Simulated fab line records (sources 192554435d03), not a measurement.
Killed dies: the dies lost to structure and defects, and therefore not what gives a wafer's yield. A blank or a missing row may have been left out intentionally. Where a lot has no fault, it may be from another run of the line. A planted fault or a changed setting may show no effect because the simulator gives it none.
fab line records	flow n5-finfet
record: lots: 5	wafers: 15	last-day: 17
route steps=1938 shown BEOL_M7@1320 BEOL_M8@1332
lots with no fault: from the same line, run without faults
start-h: hours from the record's opening day to when the first of the lot's shown wafers began	wait-h: hours elapsed since this lot's preceding step	" as in the row above	L1.1+2: one row covering several wafers at once	- either no value or no given start	* or withheld: withheld	< > ~ a bound
route shown NAME@n: a module of which the file shows steps, and the number in the route of the first	usual: the fault-free wafers' mean and standard deviation	same: alike in all rows	chamber/n: place in a boat	sites: per-site readings	_std_site: standard deviation across them	_edge_site: mean of outer sites minus mean of inner sites	radius-mm: for every site, how far away it sits from the centre of the wafer	mask NAME#n: copy n	behind: the most recent tool/chamber to have shaped the wafer	hold: reason for holding the lot/hours on hold/outcome of the hold	device: which transistor (n, p or np) failed to switch	end of line: the tests these same wafers got at the end of their route	for a step that has no rows: nothing shown but its recipe	killed: at the first sort, the dies lost to defects and structure; wafer yield is something else	map: shows each die of a wafer: x if killed, . if not, _ if none is there
set.NAME: the setting as run; set.NAME@STEP: as run at that earlier step	model.NAME: the simulator's own value behind a step, which no gauge read
lots at selected steps of the route; one table per step, one row per wafer
services: when a tool's chamber went out of use (start-h, in hours from the record's first day, below 0 if earlier), for how many hours, and the reason
== steps ==
step: N5_BEOL_M7_ALD_77
recipe: material: TaN	target-thk-a: 20	temp-c: 275	ald-precursor-family: PDMAT	ald-co-reactant: NH3	pressure-torr: 3	carrier-flow-sccm: 1500	pulse-time-s: 2	purge-time-s: 3	co-reactant-purge-time-s: 2	co-reactant-pulse-time-s: 3	ald-cycles: 40	precursor-vessel-temp-c: 75	precursor-vessel-pressure-torr: 26.25	precursor-vessel-carrier-sccm: 1000
step: N5_BEOL_M7_SURFACE_TREAT_79
recipe: gas: Ar	time-s: *	ion-energy-ev: *	ion-current-ma-cm2: 0.5	pressure-mtorr: *	ar-flow-sccm: 30
usual: throttle-valve-pct: *
lot.wafer	tool	chamber	start-h	wait-h	throttle-valve-pct
L307.4	pvd-sputter-01	-	215.11	0.2	*
L307.5	"	-	"	"	*
L307.6	"	-	"	"	*
L314.1	pvd-sputter-02	-	264.55	2.2	*
L314.3	"	-	"	"	*
L314.6	"	-	"	"	*
L317.1	pvd-sputter-02	-	281.12	0.2	*
L317.2	"	-	"	"	*
L317.6	"	-	"	"	*
L319.4	pvd-sputter-02	-	299.03	0.0	*
L319.5	"	-	"	"	*
L319.6	"	-	"	"	*
L326.3	pvd-sputter-01	-	335.40	0.2	*
L326.5	"	-	"	"	*
L326.6	"	-	"	"	*
step: N5_BEOL_M7_CVD_78
recipe: material: Co	target-thk-a: 20	temp-c: withheld	precursor: CCTBA/H2	pressure-torr: 30	time-s: 142.3
step: N5_BEOL_M7_SPUTTER_48
recipe: material: Cu	target-thk-a: 100	temp-c: -20	bias-v: 60	power-w: 26000	chamber-pressure-pa: 0.13	time-s: 1.667
step: N5_BEOL_M7_ECD_50
recipe: material: Cu	target-thk-a: 3000
step: N5_BEOL_M7_ANNEAL_51
recipe: temp-c: 225	time-s: 90	ambient: N2
usual: anneal-temp-c: 224.96/0.16	wafer_temp_C_max: 226.0/0.3
lot.wafer	tool	chamber	start-h	wait-h	anneal-temp-c	wafer_temp_C_max
L307.4	rtp-anneal-02	0	215.79	0.3	224.88	226.1
L307.5	"	0	"	"	225.00	225.8
L307.6	"	0	"	"	224.75	226.1
L314.1	rtp-anneal-02	0	265.35	0.3	225.03	226.0
L314.3	"	0	"	"	225.24	226.0
L314.6	"	0	"	"	225.26	225.9
L317.1	rtp-anneal-02	0	282.12	0.2	225.12	225.8
L317.2	"	0	"	"	224.79	225.8
L317.6	"	0	"	"	225.31	225.9
L319.4	rtp-anneal-02	0	299.63	0.2	225.08	225.8
L319.5	"	0	"	"	225.02	226.0
L319.6	"	0	"	"	225.13	225.7
L326.3	rtp-anneal-01	0	336.18	0.4	224.64	225.7
L326.5	"	0	"	"	224.95	226.4
L326.6	"	0	"	"	225.03	225.6
step: N5_BEOL_M7_CMP_52
recipe: stop-on: SiCOH_lowk	t-overpolish-s: 6.9	down-force-psi: 1	platen-rpm: 50	clearing-platen-down-force-psi: 1.5	clearing-platen-rpm: 50	post-cmp-clean: cu-alkaline	target-thk-nm: 80	clearing-platen-pad-velocity-m-s: 0.99484	pad-velocity-m-s: 0.99484
step: N5_BEOL_M7_THK_MEAS_53
recipe: thk-meas-gauge: xrf	reads: Cu_of_BEOL_M7_ECD_50
usual: M7_THK: 81.2/1.8
lot.wafer	tool	chamber	start-h	wait-h	M7_THK[nm]
L307.4	film-metro-02	-	216.26	-	81.7
L307.5	"	-	"	"	84.1
L307.6	"	-	"	"	83.0
L314.1	film-metro-02	-	266.03	-	82.6
L314.3	"	-	"	"	82.9
L314.6	"	-	"	"	81.3
L317.1	film-metro-01	-	282.71	-	83.6
L317.2	"	-	"	"	80.6
L317.6	"	-	"	"	85.2
L319.4	film-metro-01	-	300.09	-	82.2
L319.5	"	-	"	"	83.0
L319.6	"	-	"	"	80.3
L326.3	film-metro-02	-	336.68	-	82.3
L326.5	"	-	"	"	79.5
L326.6	"	-	"	"	79.6
step: N5_BEOL_M7_PRE_CLEAN_55
recipe: gas: NH3	time-s: 15	temp-c: withheld	rf-power-w: 300
step: N5_BEOL_M7_DEP_56
recipe: material: SiCN	target-thk-a: 100	temp-c: withheld	precursor: 3MS/NH3	pressure-torr: 3	rf-w: 202	time-s: 17.5
usual: rf-fwd-power-W: 199.6/1	showerhead-plenum-p-Torr: 3.658/0.0096	throttle-valve-pct: 8.9/0.44
lot.wafer	tool	chamber	start-h	wait-h	rf-fwd-power-W	showerhead-plenum-p-Torr	throttle-valve-pct
L307.4	pecvd-04	0	216.35	0.0	199.5	3.660	8.9
L307.5	"	0	"	"	200.6	3.662	8.7
L307.6	"	1	"	"	200.0	3.659	9.7
L314.1	pecvd-03	0	266.10	0.0	199.8	3.659	8.7
L314.3	"	2	"	"	199.1	3.645	8.6
L314.6	"	1	"	"	199.4	3.650	8.6
L317.1	pecvd-03	0	282.77	0.0	201.1	3.665	8.5
L317.2	"	2	"	"	199.9	3.654	8.5
L317.6	"	0	"	"	200.8	3.661	9.0
L319.4	pecvd-02	2	300.17	0.0	199.4	3.675	8.4
L319.5	"	1	"	"	200.1	3.668	9.3
L319.6	"	0	"	"	199.9	3.647	9.6
L326.3	pecvd-03	2	336.74	0.0	199.5	3.649	8.5
L326.5	"	0	"	"	200.9	3.662	8.7
L326.6	"	1	"	"	199.1	3.668	8.7
step: N5_BEOL_M7_RS_MEAS_57
recipe: thk-meas-gauge: four-point-probe	reads: Cu_of_BEOL_M7_ECD_50+Co_of_BEOL_M7_CVD_78+TaN_of_BEOL_M7_ALD_77
usual: M7_RS: 0.288/0.0075
lot.wafer	tool	chamber	start-h	wait-h	M7_RS[ohm/sq]
L307.4	film-metro-02	-	216.43	0.1	0.288
L307.5	"	-	"	"	0.277
L307.6	"	-	"	"	0.281
L314.1	film-metro-02	-	266.16	0.1	0.283
L314.3	"	-	"	"	0.281
L314.6	"	-	"	"	0.287
L317.1	film-metro-01	-	282.84	0.1	0.278
L317.2	"	-	"	"	0.290
L317.6	"	-	"	"	0.272
L319.4	film-metro-02	-	300.22	0.0	0.282
L319.5	"	-	"	"	0.279
L319.6	"	-	"	"	0.289
L326.3	film-metro-01	-	336.81	0.1	0.284
L326.5	"	-	"	"	0.294
L326.6	"	-	"	"	0.295
step: N5_BEOL_M7_INSPECT_58
recipe: inspect-instrument: darkfield	mode: post-dep
usual: raw-defect-count: 72/26
lot.wafer	tool	chamber	start-h	wait-h	raw-defect-count
L307.4	defect-inspect-01	-	216.45	0.0	146
L307.5	"	-	"	"	68
L307.6	"	-	"	"	98
L314.1	defect-inspect-01	-	266.19	0.0	101
L314.3	"	-	"	"	108
L314.6	"	-	"	"	80
L317.1	defect-inspect-01	-	282.87	0.0	49
L317.2	"	-	"	"	50
L317.6	"	-	"	"	52
L319.4	defect-inspect-02	-	300.25	0.0	69
L319.5	"	-	"	"	88
L319.6	"	-	"	"	52
L326.3	defect-inspect-01	-	336.84	0.0	49
L326.5	"	-	"	"	53
L326.6	"	-	"	"	66
step: N5_BEOL_M8_ILD_DEP_00
recipe: material: SiCOH_lowk	target-thk-a: 1797.5	temp-c: 300	precursor: DEMS/porogen	pressure-torr: 5	rf-w: 500	time-s: 33.4
usual: heater-power-w: 266/42	rf-fwd-power-W: 495.6/2	showerhead-plenum-p-Torr: 5.734/0.012	susceptor-temp-C: 299.99/0.18	throttle-valve-pct: 13.6/0.51
lot.wafer	tool	chamber	start-h	wait-h	heater-power-w	rf-fwd-power-W	showerhead-plenum-p-Torr	susceptor-temp-C	throttle-valve-pct	model.SiCOH_lowk_of_BEOL_M8_ILD_DEP_00.thk-nm
L307.4	pecvd-03	2	216.51	0.1	332	497.2	5.724	300.14	13.4	182.4
L307.5	"	1	"	"	255	498.4	5.724	299.82	13.2	180.2
L307.6	"	0	"	"	294	495.0	5.748	299.94	13.3	182.6
L314.1	pecvd-04	1	266.23	0.0	220	495.2	5.727	300.28	14.6	177.8
L314.3	"	2	"	"	273	493.4	5.747	299.74	12.8	181.8
L314.6	"	0	"	"	314	496.3	5.724	300.00	13.8	179.6
L317.1	pecvd-04	1	282.91	0.0	276	496.0	5.723	300.25	14.7	178.2
L317.2	"	2	"	"	287	492.0	5.738	300.05	13.1	177.8
L317.6	"	0	"	"	294	497.9	5.725	299.88	13.6	237
L319.4	pecvd-01	1	300.31	0.1	220	497.8	5.743	299.91	13.9	181.4
L319.5	"	2	"	"	202	497.3	5.756	299.92	13.9	181.2
L319.6	"	0	"	"	252	498.8	5.743	299.95	14.0	182.4
L326.3	pecvd-01	0	336.87	0.0	226	497.2	5.751	300.26	13.7	181
L326.5	"	1	"	"	232	496.9	5.725	300.02	13.9	181.4
L326.6	"	0	"	"	236	498.8	5.752	300.44	13.6	181.6
step: N5_BEOL_M8_CURE_74
recipe: temp-c: 385	time-s: 240	ambient: He/Ar	material: SiCOH_lowk
step: N5_BEOL_M8_THK_MEAS_01
recipe: reads: SiCOH_lowk_of_BEOL_M8_ILD_DEP_00
usual: M8_ILD_THK: 155.1/1.7
lot.wafer	tool	chamber	start-h	wait-h	M8_ILD_THK[nm]
L307.4	film-metro-01	-	217.07	0.2	157.2
L307.5	"	-	"	"	155.5
L307.6	"	-	"	"	157.4
L314.1	film-metro-02	-	266.80	0.4	153.2
L314.3	"	-	"	"	156.8
L314.6	"	-	"	"	154.8
L317.1	film-metro-01	-	283.48	0.4	153.7
L317.2	"	-	"	"	153.4
L317.6	"	-	"	"	204.9
L319.4	film-metro-01	-	300.86	0.2	156.3
L319.5	"	-	"	"	156.4
L319.6	"	-	"	"	157.4
L326.3	film-metro-02	-	337.65	0.3	156.1
L326.5	"	-	"	"	156.4
L326.6	"	-	"	"	156.7
step: N5_BEOL_M8_PECVD_70
recipe: material: SiO2	target-thk-a: 200	temp-c: 400	precursor: TEOS/O2	pressure-torr: 5.5	rf-w: 450	teos-flow-sccm: 53.8	gas: O2	flow-sccm: 3000	time-s: 22.7
step: N5_BEOL_M8_HM_DEP_02
recipe: material: TiN	target-thk-a: 200	temp-c: 25	chamber-pressure-pa: 0.49996
step: N5_BEOL_M8_COAT_59
recipe: resist: SOC	temp-c: 250	time-s: 60	spin-rpm: 1500	resist-thk-nm: 100
step: N5_BEOL_M8_COAT_60
recipe: resist: SiARC	temp-c: 220	time-s: 60	spin-rpm: 1500	resist-thk-nm: 35
step: N5_BEOL_M8_COAT_05
recipe: resist: CAR-ArF	spin-rpm: 1500	resist-thk-nm: 90
step: N5_BEOL_M8_EBR_07
recipe: solvent: PGMEA	ebr-width-mm: 1.5
step: N5_BEOL_M8_SOFTBAKE_06
recipe: temp-c: 110	time-s: 60	resist: CAR-ArF
step: N5_BEOL_M8_EXPOSE_08
recipe: mask-id: M8	na: 1.35	source-shape: dipole	sigma-inner: 0.817	sigma-outer: 0.97	polarization: te	dose-mj: 68.25
step: N5_BEOL_M8_PEB_09
recipe: peb-temp-c: withheld	peb-time-s: 60	resist: CAR-ArF
step: N5_BEOL_M8_DEVELOP_10
recipe: develop-time-s: 30	developer: TMAH	resist: CAR-ArF	rinse-liquid: diw	dry: air-spin	dev-temp-c: 23
step: N5_BEOL_M8_CD_MEAS_11
recipe: target-cd-nm: 38.5	landing-energy-ev: 500	detector: se-inlens	polarity: opening
usual: cd-nm: 38.7/0.45
lot.wafer	tool	chamber	start-h	wait-h	cd-nm
L307.4	cd-sem-03	0	218.62	-	39.5
L307.5	"	0	"	"	38.9
L307.6	"	0	"	"	38.8
L314.1	cd-sem-01	0	270.40	-	39.1
L314.3	"	0	"	"	38.8
L314.6	"	0	"	"	39.3
L317.1	cd-sem-02	0	285.79	-	38.5
L317.2	"	0	"	"	38.3
L317.6	"	0	"	"	39.2
L319.4	cd-sem-02	0	302.44	-	38.9
L319.5	"	0	"	"	39.6
L319.6	"	0	"	"	39.3
L326.3	cd-sem-02	0	338.75	-	37.7
L326.5	"	0	"	"	37.8
L326.6	"	0	"	"	37.6
step: N5_BEOL_M8_OVL_MEAS_12
recipe: points-per-wafer: 44
usual: M8_OVL: 0.2/0.72
lot.wafer	tool	chamber	start-h	wait-h	M8_OVL[nm]
L307.4	overlay-02	0	218.64	0.0	-0.6
L307.5	"	0	"	"	-0.3
L307.6	"	0	"	"	-0.8
L314.1	overlay-01	0	270.43	0.0	0.4
L314.3	"	0	"	"	1.1
L314.6	"	0	"	"	1.1
L317.1	overlay-02	0	285.82	0.0	-0.1
L317.2	"	0	"	"	0.1
L317.6	"	0	"	"	0.7
L319.4	overlay-02	0	302.47	0.0	1.7
L319.5	"	0	"	"	1.5
L319.6	"	0	"	"	1.2
L326.3	overlay-01	0	338.78	0.0	0.6
L326.5	"	0	"	"	0.7
L326.6	"	0	"	"	1.5
step: N5_BEOL_M8_INSPECT_13
recipe: mode: adi	inspect-instrument: brightfield
usual: raw-defect-count: 402/98
lot.wafer	tool	chamber	start-h	wait-h	raw-defect-count
L307.4	defect-inspect-01	-	218.67	0.0	437
L307.5	"	-	"	"	282
L307.6	"	-	"	"	451
L314.1	defect-inspect-01	-	270.46	0.0	474
L314.3	"	-	"	"	330
L314.6	"	-	"	"	372
L317.1	defect-inspect-01	-	285.84	0.0	454
L317.2	"	-	"	"	378
L317.6	"	-	"	"	326
L319.4	defect-inspect-02	-	302.50	0.0	445
L319.5	"	-	"	"	449
L319.6	"	-	"	"	322
L326.3	defect-inspect-01	-	338.81	0.0	356
L326.5	"	-	"	"	301
L326.6	"	-	"	"	337
step: N5_BEOL_M8_DESCUM_16
recipe: chemistry: O2	time-s: 7.9	source-power-w: 50	bias-power-w: 20	pressure-mtorr: 20	rf-frequency-hz: 2.712e+07	temp-c: 40	resist: CAR-ArF	o2-flow-sccm: 225
step: N5_BEOL_M8_ETCH_61
recipe: chemistry: CF4	target: SiARC	target-depth-a: 455	mask-material: CAR-ArF	time-s: 75.8	ion-energy-ev: 80	pressure-mtorr: 40	source-w: 545	bias-w: 36	Ar_flow_sccm: 100	cf4-flow-sccm: 100	ends: cleared
step: N5_BEOL_M8_ETCH_62
recipe: chemistry: N2/H2	target: SOC	target-depth-a: 1100	overetch-a: 220	mask-material: SiARC	temp-c: 40	time-s: 165	ion-energy-ev: 200	pressure-mtorr: 30	source-w: 840	bias-w: 150	n2-flow-sccm: 200	h2-flow-sccm: 200
usual: bias-w: 150.0/0.42	drypump-motor-current-A: 5.9/0.42	oes-product-au: 0.68/0.086	rf-fwd-power-W: 837.2/2.5	rf-vpp-V: 524.1/2	showerhead-plenum-p-Torr: 2.55/0.066	throttle-valve-pct: 17.89/0.25
lot.wafer	tool	chamber	start-h	wait-h	bias-w	drypump-motor-current-A	oes-product-au	rf-fwd-power-W	rf-hours-counter-h	rf-vpp-V	showerhead-plenum-p-Torr	throttle-valve-pct
L307.4	rie-diel-04	1	219.06	0.0	150.0	5.7	0.65	836.1	155	525.5	2.65	18.19
L307.5	"	1	"	"	150.3	5.7	0.65	834.8	-	526.8	2.65	18.20
L307.6	"	2	"	"	150.3	5.1	0.61	838.6	-	525.1	2.52	18.09
L314.1	rie-diel-03	0	270.59	0.0	150.3	5.5	0.83	839.7	5	526.2	2.61	17.46
L314.3	"	2	"	"	149.7	5.8	0.59	836.0	218	523.7	2.52	18.06
L314.6	"	0	"	"	150.3	5.5	0.82	838.5	-	524.7	2.61	17.45
L317.1	rie-diel-04	0	285.97	0.0	150.8	5.5	0.79	837.6	8	522.5	2.50	17.58
L317.2	"	1	"	"	150.4	5.7	0.62	836.4	180	526.2	2.64	18.23
L317.6	"	1	"	"	149.4	5.7	0.62	835.0	-	524.9	2.64	18.24
L319.4	rie-diel-04	0	302.94	0.0	149.4	5.4	0.78	833.3	13	522.8	2.50	17.59
L319.5	"	3	"	"	150.3	6.0	0.73	837.1	-	522.1	2.48	17.70
L319.6	"	2	"	"	149.6	5.2	0.59	839.0	-	522.9	2.50	18.16
L326.3	rie-diel-03	3	339.07	0.0	150.3	6.1	0.75	840.2	40	522.2	2.48	17.59
L326.5	"	3	"	"	149.8	6.2	0.76	839.7	-	521.9	2.48	17.57
L326.6	"	0	"	"	149.9	5.5	0.77	834.9	-	524.7	2.60	17.50
step: N5_BEOL_M8_STRIP_68
recipe: chemistry: N2/H2	temp-c: 40	n2-flow-sccm: 200	h2-flow-sccm: 200	rf-frequency-hz: 6e+07
step: N5_BEOL_M8_STRIP_67
recipe: chemistry: CF4	resist: SiARC	power-w: 300	bias-power-w: 75	pressure-mtorr: 50	cf4-flow-sccm: 150	rf-frequency-hz: 6e+07
usual: drypump-motor-current-A: 5.9/0.42	oes-product-au: 0.81/0.1	rf-vpp-V: 271.3/1.3	showerhead-plenum-p-Torr: 1.80/0.044	throttle-valve-pct: 13.61/0.29
lot.wafer	tool	chamber	start-h	wait-h	drypump-motor-current-A	oes-product-au	rf-hours-counter-h	rf-vpp-V	showerhead-plenum-p-Torr	throttle-valve-pct
L307.4	rie-diel-04	1	219.21	0.0	5.7	0.76	155	271.1	1.87	13.88
L307.5	"	1	"	"	5.7	0.76	-	270.7	1.87	13.87
L307.6	"	2	"	"	5.2	0.71	-	272.3	1.78	13.92
L314.1	rie-diel-03	0	270.73	0.0	5.5	0.98	5	271.1	1.83	13.15
L314.3	"	2	"	"	5.8	0.69	218	267.6	1.77	13.87
L314.6	"	0	"	"	5.5	0.97	-	271.7	1.83	13.16
L317.1	rie-diel-04	0	286.11	0.0	5.4	0.94	8	270.4	1.76	13.16
L317.2	"	1	"	"	5.7	0.74	180	273.2	1.86	13.92
L317.6	"	1	"	"	5.7	0.74	-	274.1	1.86	13.94
L319.4	rie-diel-04	0	303.09	0.0	5.4	0.92	13	269.6	1.76	13.15
L319.5	"	3	"	"	6.0	0.86	-	268.6	1.76	13.32
L319.6	"	2	"	"	5.2	0.69	-	269.3	1.77	13.97
L326.3	rie-diel-03	3	339.22	0.0	6.1	0.89	40	270.3	1.76	13.33
L326.5	"	3	"	"	6.2	0.89	-	269.4	1.76	13.34
L326.6	"	0	"	"	5.5	0.91	-	271.2	1.83	13.23
step: N5_BEOL_M8_HM_OPEN_17
recipe: chemistry: Cl2/BCl3	target-depth-a: 200	overetch-a: 60	target: TiN	mask-material: SOC	ion-energy-ev: 150	pressure-mtorr: 10	icp-w: 1000	bias-w: 126	Cl2_flow_sccm: 53.25	bcl3-flow-sccm: 21.75	Ar_flow_sccm: 25
step: N5_BEOL_M8_STRIP_19
recipe: chemistry: O2	power-w: 400	temp-c: 40	pressure-mtorr: 30	rf-frequency-hz: 6e+07	bias-power-w: 0	overash-fraction: 0.2	o2-flow-sccm: 225
step: N5_BEOL_M8_CD_MEAS_18
recipe: pitch-nm: 80	target-cd-nm: 40
usual: cd-nm: 40.2/0.53
lot.wafer	tool	chamber	start-h	wait-h	cd-nm
L307.4	cd-sem-03	-	219.44	0.1	40.5
L307.5	"	-	"	"	40.5
L307.6	"	-	"	"	40.3
L314.1	cd-sem-01	-	271.07	0.0	41.5
L314.3	"	-	"	"	40.3
L314.6	"	-	"	"	40.8
L317.1	cd-sem-02	-	286.34	0.0	39.6
L317.2	"	-	"	"	40.1
L317.6	"	-	"	"	39.9
L319.4	cd-sem-02	-	303.41	0.1	40.6
L319.5	"	-	"	"	40.9
L319.6	"	-	"	"	41.2
L326.3	cd-sem-02	-	339.48	0.1	40.0
L326.5	"	-	"	"	39.9
L326.6	"	-	"	"	39.4
step: N5_BEOL_M8_COAT_63
recipe: resist: SOC	temp-c: 250	time-s: 60	spin-rpm: 1500	resist-thk-nm: 60
step: N5_BEOL_M8_COAT_64
recipe: resist: SiARC	temp-c: 220	time-s: 60	spin-rpm: 1500	resist-thk-nm: 12
step: N5_BEOL_M8_COAT_71
recipe: resist: underlayer	temp-c: 205	time-s: 60	spin-rpm: 1500	resist-thk-nm: 5
step: N5_BEOL_M8_COAT_22
recipe: resist: CAR-EUV	spin-rpm: 1500	resist-thk-nm: 30
step: N5_BEOL_M8_EBR_24
recipe: solvent: PGMEA	ebr-width-mm: 1.5
step: N5_BEOL_M8_SOFTBAKE_23
recipe: temp-c: 110	time-s: 60	resist: CAR-EUV
step: N5_BEOL_M8_CMP_52
recipe: stop-on: SiCOH_lowk	t-overpolish-s: 6.9	down-force-psi: 1	platen-rpm: 50	clearing-platen-down-force-psi: 1.5	clearing-platen-rpm: 50	post-cmp-clean: cu-alkaline	target-thk-nm: 80	clearing-platen-pad-velocity-m-s: 0.99484	pad-velocity-m-s: 0.99484
usual: clearing-platen-rpm: 50.003/0.026	edge-zone-pressure-frac: 1.000/0.0044	motor-current-A: 6.2/0.65	pad-life-wafers: 908/600
lot.wafer	tool	chamber	start-h	wait-h	clearing-platen-rpm	edge-zone-pressure-frac	motor-current-A	pad-life-wafers	model.SiCOH_lowk_of_BEOL_M8_ILD_DEP_00.thk-nm
L307.4	cmp-02	1	223.34	0.1	49.986	1.000	5.7	612	154.2
L307.6	"	1	"	"	49.986	0.989	5.7	-	154.6
L307.5	"	2	"	"	50.029	1.000	5.3	-	152.4
L314.1	cmp-01	3	274.94	0.3	50.017	0.999	6.3	61	150.2
L314.3	"	1	"	"	50.015	0.999	6.8	63	153.8
L314.6	"	2	"	"	50.011	1.001	6.7	-	151.8
L317.2	cmp-02	2	289.76	0.2	50.002	1.001	5.1	1176	150.4
L317.1	"	1	"	"	50.015	1.002	6.0	1179	150.8
L317.6	"	2	"	"	50.009	1.004	5.5	-	202
L319.4	cmp-01	1	309.72	0.1	50.061	0.997	6.9	330	153.4
L319.5	"	1	"	"	49.969	1.000	6.5	-	153.2
L319.6	"	2	"	"	50.017	1.004	7.0	-	154.4
L326.3	cmp-02	3	345.38	0.3	49.980	1.000	7.3	1593	153
L326.6	"	0	"	"	50.023	0.994	5.8	-	153.6
L326.5	"	1	"	"	49.991	0.997	5.9	-	153.4
== services ==
tool	chamber	start-h	hours	kind
rie-diel-03	3	213.59	-	clean
rie-diel-03	3	213.59	-	consumable-replace:focus-ring
pecvd-01	0	233.76	9.1	repair
rie-diel-03	-	239.55	1.0	repair
pecvd-02	1	242.54	2.1	repair
rie-diel-04	0	244.31	-	clean
rie-diel-04	0	244.31	-	consumable-replace:focus-ring
rie-diel-04	0	244.31	18.2	scheduled-down
rie-diel-04	0	244.31	18.2	vent-cycle
rie-diel-03	1	261.09	19.7	repair
cmp-01	-	263.13	2.2	repair
pecvd-03	-	263.84	1.6	repair
pecvd-02	-	266.62	1.8	repair
cmp-01	-	266.86	4.0	pm
rtp-anneal-01	-	304.29	6.2	pm
pecvd-03	-	307.52	3.1	repair
pecvd-01	-	316.10	14.6	pm
pecvd-02	2	325.63	3.6	repair
rie-diel-03	2	333.64	14.0	repair
pecvd-04	-	335.62	0.3	repair
rie-diel-04	2	345.36	-	clean
rie-diel-04	2	345.36	-	consumable-replace:focus-ring
rie-diel-04	2	345.36	27.9	scheduled-down
rie-diel-04	2	345.36	27.9	vent-cycle
== key ==
first-sign: step: N5_BEOL_M8_THK_MEAS_01	reading: M8_ILD_THK	direction: up	sigmas: 30	usual: 155.1	struck: 204.9
effect none on later readings
model-effect: step: N5_BEOL_M8_ILD_DEP_00	value: SiCOH_lowk_of_BEOL_M8_ILD_DEP_00.thk-nm	without: 178.2	struck: 237
model-effect: step: N5_BEOL_M8_CMP_52	value: SiCOH_lowk_of_BEOL_M8_ILD_DEP_00.thk-nm	without: 150.6	struck: 202
met-at N5_BEOL_M8_ILD_DEP_00
struck-wafers L317.6
onset-between 266.23 282.91
fault: kind: process-parameter-drift	tool: pecvd-04	chamber: 0	onset-h: 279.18	steps: N5_BEOL_M8_ILD_DEP_00	channel: time-s	offset: *	shape: step	end-h: 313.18	acts-in: *	stated: *
